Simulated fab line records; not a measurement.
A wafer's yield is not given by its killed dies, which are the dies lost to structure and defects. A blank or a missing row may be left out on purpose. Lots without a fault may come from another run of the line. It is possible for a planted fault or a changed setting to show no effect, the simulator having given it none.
Which tool is to blame? :: flow nand-harc :: 18 wafers from 6 lots sampled at 5 of the route's 1302 steps

== WHAT THE GAUGES SHOWED, per wafer ==
NHARC_END_SORT_01.
lot: L618
measured: day 30 05:30
on: prober-01
killed-at-array: 676 673 673

== TOOL THAT RAN EACH LOT (tool first, then ch and the chambers of the sampled wafers, then the start) ==
lot: L608
NHARC_A_CHANNEL_FILL_D1_ALD_02: ald-hk-02 ch 0,1,2, day 10 11:47
NHARC_A_CHANNEL_FILL_D1_ALD_03: ald-sin-batch-01 ch 0, day 10 23:56 or earlier
NHARC_A_CHANNEL_FILL_D1_ALD_16: ald-hk-01 ch 0,2, day 10 23:56
NHARC_A_CHANNEL_FILL_D1_CMP_10: cmp-04 ch 0,2, day 12 11:19

lot: L609
NHARC_A_CHANNEL_FILL_D1_ALD_02: ald-hk-01 ch 2,3, day 11 04:01
NHARC_A_CHANNEL_FILL_D1_ALD_03: ald-sin-batch-02 ch 0, day 11 13:53 or earlier
NHARC_A_CHANNEL_FILL_D1_ALD_16: ald-hk-01 ch 0,1,3, day 11 13:53
NHARC_A_CHANNEL_FILL_D1_CMP_10: cmp-04 ch 0,3, day 13 01:03

lot: L618
NHARC_A_CHANNEL_FILL_D1_ALD_02: ald-hk-01 ch 1,2,3, day 14 22:37
NHARC_A_CHANNEL_FILL_D1_ALD_03: ald-sin-batch-02 ch 0, day 15 10:48 or earlier
NHARC_A_CHANNEL_FILL_D1_ALD_16: ald-hk-02 ch 0,2,3, day 15 10:48
NHARC_A_CHANNEL_FILL_D1_CMP_10: cmp-04 ch 0,2,3, day 16 23:26

lot: L620
NHARC_A_CHANNEL_FILL_D1_ALD_02: ald-hk-01 ch 0,1,3, day 15 10:29
NHARC_A_CHANNEL_FILL_D1_ALD_03: ald-sin-batch-02 ch 0, day 16 00:15 or earlier
NHARC_A_CHANNEL_FILL_D1_ALD_16: ald-hk-01 ch 0,1,2, day 16 00:15
NHARC_A_CHANNEL_FILL_D1_CMP_10: cmp-04 ch 0,1,3, day 17 11:38

lot: L623
NHARC_A_CHANNEL_FILL_D1_ALD_02: ald-hk-03 ch 0,3, day 16 09:28
NHARC_A_CHANNEL_FILL_D1_ALD_03: ald-sin-batch-03 ch 0, day 16 21:32 or earlier
NHARC_A_CHANNEL_FILL_D1_ALD_16: ald-hk-01 ch 2,3, day 16 21:32
NHARC_A_CHANNEL_FILL_D1_CMP_10: cmp-04 ch 0,1, day 18 10:01

lot: L626
NHARC_A_CHANNEL_FILL_D1_ALD_02: ald-hk-01 ch 0,2, day 18 04:29
NHARC_A_CHANNEL_FILL_D1_ALD_03: ald-sin-batch-03 ch 0, day 18 16:43 or earlier
NHARC_A_CHANNEL_FILL_D1_ALD_16: ald-hk-02 ch 2,3, day 18 16:43
NHARC_A_CHANNEL_FILL_D1_CMP_10: cmp-04 ch 0,2, day 20 04:01
- NHARC_A_CHANNEL_FILL_D1_ALD_02: deposits SiO2, target thk 6 nm, pulse time 10 s, ald cycles 60.
- NHARC_A_CHANNEL_FILL_D1_ALD_03: deposits SiNx, target thk 6 nm, pulse time 60 s, ald cycles 58.
- NHARC_A_CHANNEL_FILL_D1_ALD_16: deposits SiO2, target thk 1.5 nm, pulse time 10 s, ald cycles 15.
- NHARC_A_CHANNEL_FILL_D1_CMP_10: polishes, target thk 150 nm.

== THE ANSWER, worked out from the rows above alone ==
Rule: what is usual is taken from the lots themselves. Put in order of their means at a reading, lots are off if they are a third of the lots or fewer, leave a main group of 4 or more, and stand apart from it by a gap of 3 or more times the standard deviation of the main group's means; of several such gaps the widest counts. A main group is skipped when, at the precision printed for the reading in the tables above, its means are all equal. A lot without any number at a reading at which 4 lots or more have one is off too. Any other lot the step has rows for is counted as sound.
None of the lots is off at any reading shown; this tells nothing.

== WHAT WAS PUT IN BY THE SIMULATOR ==
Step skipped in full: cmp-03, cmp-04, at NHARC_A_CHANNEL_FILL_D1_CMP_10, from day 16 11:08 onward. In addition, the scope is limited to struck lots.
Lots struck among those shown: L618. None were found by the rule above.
